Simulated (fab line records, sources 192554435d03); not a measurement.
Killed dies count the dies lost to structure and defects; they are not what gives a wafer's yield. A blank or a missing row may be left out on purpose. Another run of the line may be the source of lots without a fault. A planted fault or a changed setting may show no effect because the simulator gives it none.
The same fault as seen by 3 desks :: flow n5 finfet :: only its own numbers are on each desk; what lay behind them is given at the end

== TOOL OWNER'S DESK, wet bench-03 ==
The tool's own readings at N5_SD_EPI_P_PRECLEAN_24 (cleans in O3/DIW, time 45 s): means of the sampled wafers that have a number, for each lot that ran on this tool. If a lot's mean is further than 4 standard deviations from the usual mean, the lot is out of limits and carries the mark OUT (the distance appears in the brackets).
Columns: A = bath heat duty pct at N5_SD_EPI_P_PRECLEAN_24, usual 2.4 %
lot: L184
first seen here: day 3 13:43
A: 2.4

lot: L185
first seen here: day 4 00:08
A: 2.6

lot: L186
first seen here: day 4 02:19
A: 2.6

lot: L189
first seen here: day 5 00:43
A: 2.8

lot: L206
first seen here: day 9 05:41
A: 2.5
This desk's finding: nothing out of limits on any of the 5 lots.

== THE DEFECT DESK ==
Per lot, the means of the sampled wafers with a number show what the inspections along the route counted. If a lot's mean is further than 4 standard deviations from the usual mean, the lot is out of limits and carries the mark OUT (the distance appears in the brackets).
Columns: A = raw defect count at N5_SD_EPI_P_INSPECT_11, usual 2.2; B = raw defect count at N5_SD_EPI_P_INSPECT_26, usual 180; C = raw defect count at N5_SD_ACTIVATION_INSPECT_02, usual 180
lot: L183
first seen here: day 3 07:05
A: 3.7
B: 190
C: 217

lot: L184
first seen here: day 3 09:58
A: 2.0
B: 181
C: 158

lot: L185
first seen here: day 3 19:37
A: 1.7
B: 168
C: 189

lot: L186
first seen here: day 3 22:38
A: 1.0
B: 182
C: 170

lot: L189
first seen here: day 4 21:01
A: 2.3
B: 427 (+6.3) OUT
C: 423 (+6.8) OUT

lot: L197
first seen here: day 6 16:41
A: 1.0
B: 139
C: 154

lot: L202
first seen here: day 8 00:44
A: 1.3
B: 179
C: 194

lot: L201
first seen here: day 8 05:10
A: 1.3
B: 250
C: 220

lot: L205
first seen here: day 8 17:37
A: 2.0
B: 150
C: 132

lot: L206
first seen here: day 9 01:09
A: 1.3
B: 162
C: 166
Finding of this desk: L189 out of limits; the first was L189 at day 5 00:47, on raw defect count at N5_SD_EPI_P_INSPECT_26. L183, L184, L185, L186, L197, L202, L201, L205, L206 stayed within limits.

== FROM THE METROLOGY DESK ==
What the gauges read for every lot (on any tool): the sampled wafers with a number, averaged. If a lot's mean is further than 4 standard deviations from the usual mean, the lot is out of limits and carries the mark OUT (the distance appears in the brackets). Shown here are 7 of its 11 readings, the ones lying furthest out on some lot.
Columns: A = DIBL_N at N5_BEOL_M4_RC_MEAS_101, usual 36.2 mV/V; B = DIBL_P at N5_BEOL_M4_RC_MEAS_101, usual 36.5 mV/V; C = IOFF_P at N5_BEOL_M4_RC_MEAS_101, usual 0.21 nA/um; D = ION_N at N5_BEOL_M4_RC_MEAS_101, usual 675 uA/um; E = ION_P at N5_BEOL_M4_RC_MEAS_101, usual 464 uA/um; F = VT_N at N5_BEOL_M4_RC_MEAS_101, usual 250.4 mV; G = VT_P at N5_BEOL_M4_RC_MEAS_101, usual -250 mV
lot: L183
first seen here: day 3 15:34
A: 35.8
B: 37.4
C: 0.23
D: 679
E: 463
F: 251.5
G: -249

lot: L184
first seen here: day 3 17:41
A: 37.5
B: 38.0
C: 0.25
D: 681
E: 471
F: 250.1
G: -247

lot: L185
first seen here: day 4 03:59
A: 34.5
B: 34.4
C: 0.17
D: 663
E: 456
F: 253.5
G: -254

lot: L186
first seen here: day 4 06:11
A: 37.3
B: 36.5
C: 0.21
D: 668
E: 460
F: 253.2
G: -252

lot: L189
first seen here: day 5 04:47
A: 38.5
B: 38.5
C: 0.22
D: 684
E: 462
F: 251.3
G: -251

lot: L197
first seen here: day 7 00:27
A: 38.0
B: 39.2
C: 0.29
D: 690
E: 476
F: 245.0
G: -242

lot: L202
first seen here: day 8 09:08
A: 35.7
B: 38.1
C: 0.21
D: 668
E: 460
F: 250.6
G: -251

lot: L201
first seen here: day 8 14:47
A: 37.2
B: 37.5
C: 0.24
D: 698
E: 477
F: 247.7
G: -248

lot: L205
first seen here: day 9 03:03
A: 34.0
B: 34.2
C: 0.21
D: 672
E: 471
F: 251.0
G: -249

lot: L206
first seen here: day 9 09:53
A: 36.9
B: 36.8
C: 0.25
D: 677
E: 467
F: 250.6
G: -248
This desk's finding: nothing out of limits on any of the 10 lots.

== ALL TOGETHER ==
The defect desk could have raised an alarm at day 5 00:47, on L189.
The desk of the tool owner found nothing out of limits.
Metrology desk: nothing out of limits seen.
Tool owner's desk: L189 on record, inside its limits.
The metrology desk has L189 on record, within its limits.
On wet bench-03, each named lot ran N5_SD_EPI_P_PRECLEAN_24.

== WHAT THE SIMULATOR HAD PUT IN ==
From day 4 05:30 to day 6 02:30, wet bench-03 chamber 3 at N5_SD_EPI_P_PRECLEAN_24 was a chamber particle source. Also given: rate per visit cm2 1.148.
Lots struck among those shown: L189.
Hours from the fault's start to each desk's first reading out of limits: the defect desk, 19.
